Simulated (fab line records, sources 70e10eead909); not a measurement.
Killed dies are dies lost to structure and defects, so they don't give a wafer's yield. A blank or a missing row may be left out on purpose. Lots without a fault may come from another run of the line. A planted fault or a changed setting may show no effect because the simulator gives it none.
A struck lot beside a sound one | flow nand_harc | 14 steps out of a route of 1159
Sound: wafers L809.1, L809.2, L809.6. Struck: wafer L815.5. (L815.3, L815.6 of the same lot were not struck and are left out.) The cause comes at the end.
At each step with rows: each side's tool, then ch and its chambers, then its first start. Under that, the readings that differ: sound wafers | struck wafers | difference of the means | sigmas: that difference in standard deviations of wafers without a fault.
alike: readings whose means differ by less than 2 such deviations, and words and numbers that are the same on both sides. not compared: withheld readings, readings that some wafer has no value for, bounds like >300 that may hide the same value, and numbers for which the record gives no deviation and whose values overlap.
The two part at a step that has a row with sigmas, a row that says differs or no value, or rows on one side only. Numbers that don't overlap but have no deviation are shown without sigmas and don't part them. A reading that every wafer of one side lacks parts them only if that side has two wafers or more.

first, 7 steps without rows for these wafers: NHARC_A_STAIRCASE_COAT_178; NHARC_A_STAIRCASE_SOFTBAKE_179 (time 170 s); NHARC_A_STAIRCASE_EBR_180; NHARC_A_STAIRCASE_EXPOSE_181 (exposes mask STAIR 2); NHARC_A_STAIRCASE_PEB_182 (peb time 130 s); NHARC_A_STAIRCASE_DEVELOP_183 (time 140 s); NHARC_A_STAIRCASE_HARDBAKE_185 (time 140 s).
NHARC_A_STAIRCASE_DESCUM_186: chemistry O2, time 3 s.
  sound on rie_diel-04 ch 0,1,3, day 14 14:43; struck on rie_diel-07 ch 2, day 15 19:53
  reading                     | sound       | struck | difference | sigmas
  drypump_motor_current_A (A) | 5.9 5.9 6.3 | 4.9    | -1.1       | -3
  alike: oes_product_au, rf_vpp_V, showerhead_plenum_p_Torr, throttle_valve_pct
  not compared: rf_hours_counter_h
NHARC_A_STAIRCASE_TRIM_187: chemistry O2, time 211.2 s.
  sound on rie_diel-04 ch 2,3, day 14 14:49; struck on rie_diel-07 ch 0, day 15 19:59
  alike: drypump_motor_current_A, oes_product_au, rf_vpp_V, showerhead_plenum_p_Torr, throttle_valve_pct
  not compared: rf_hours_counter_h
NHARC_A_STAIRCASE_ETCH_188: etches the open film in C4F8/O2, target depth 100 nm, time 40.5 s.
  sound on rie_diel-04 ch 1,2,3; struck on rie_diel-07 ch 0
  alike: oes_product_au, rf_fwd_power_W, rf_vpp_V, run_length_s
  not compared: rf_hours_counter_h
NHARC_A_STAIRCASE_TRIM_189: chemistry O2, time 211.2 s.
  sound on rie_diel-04 ch 2,3; struck on rie_diel-07 ch 3
  alike: drypump_motor_current_A, oes_product_au, rf_vpp_V, showerhead_plenum_p_Torr, throttle_valve_pct
  not compared: rf_hours_counter_h
NHARC_A_STAIRCASE_ETCH_190: etches the open film in C4F8/O2, target depth 100 nm, time 40.5 s.
  sound on rie_diel-04 ch 1,2, day 14 15:12; struck on rie_diel-07 ch 2, day 15 21:56
  reading          | sound          | struck | difference | sigmas
  run_length_s (s) | 61.8 61.9 62.2 | 71.7   | +9.7       | +26
  alike: oes_product_au, rf_fwd_power_W, rf_vpp_V
  not compared: rf_hours_counter_h
NHARC_A_STAIRCASE_TRIM_191: chemistry O2, time 211.2 s.
  sound on rie_diel-04 ch 1,2,3; struck on rie_diel-07 ch 2
  reading                     | sound       | struck | difference | sigmas
  drypump_motor_current_A (A) | 6.0 5.9 5.8 | 4.9    | -1.0       | -2
  alike: oes_product_au, rf_vpp_V, showerhead_plenum_p_Torr, throttle_valve_pct
  not compared: rf_hours_counter_h
-- the record jumps here: 9 days lie between the struck wafers' starts before and after (it left off in module A_STAIRCASE and takes up again in module END, whose first step shown is number 1159 of the route) --
NHARC_END_SORT_01:
  sound on prober-01 ch 0, day 23 05:52; struck on prober-01 ch 0, day 24 10:46
  reading         | sound | struck | difference | sigmas
  killed_at_array | 18    | 257    | +239       | +20
  killed_dies     | 21    | 260    | +239       | +22
  alike: killed_at_other, killed_at_periphery, killed_open, killed_short

WHERE THEY PART
First at NHARC_A_STAIRCASE_DESCUM_186; last, within this record, at NHARC_END_SORT_01.

WHY: what the simulator had put in
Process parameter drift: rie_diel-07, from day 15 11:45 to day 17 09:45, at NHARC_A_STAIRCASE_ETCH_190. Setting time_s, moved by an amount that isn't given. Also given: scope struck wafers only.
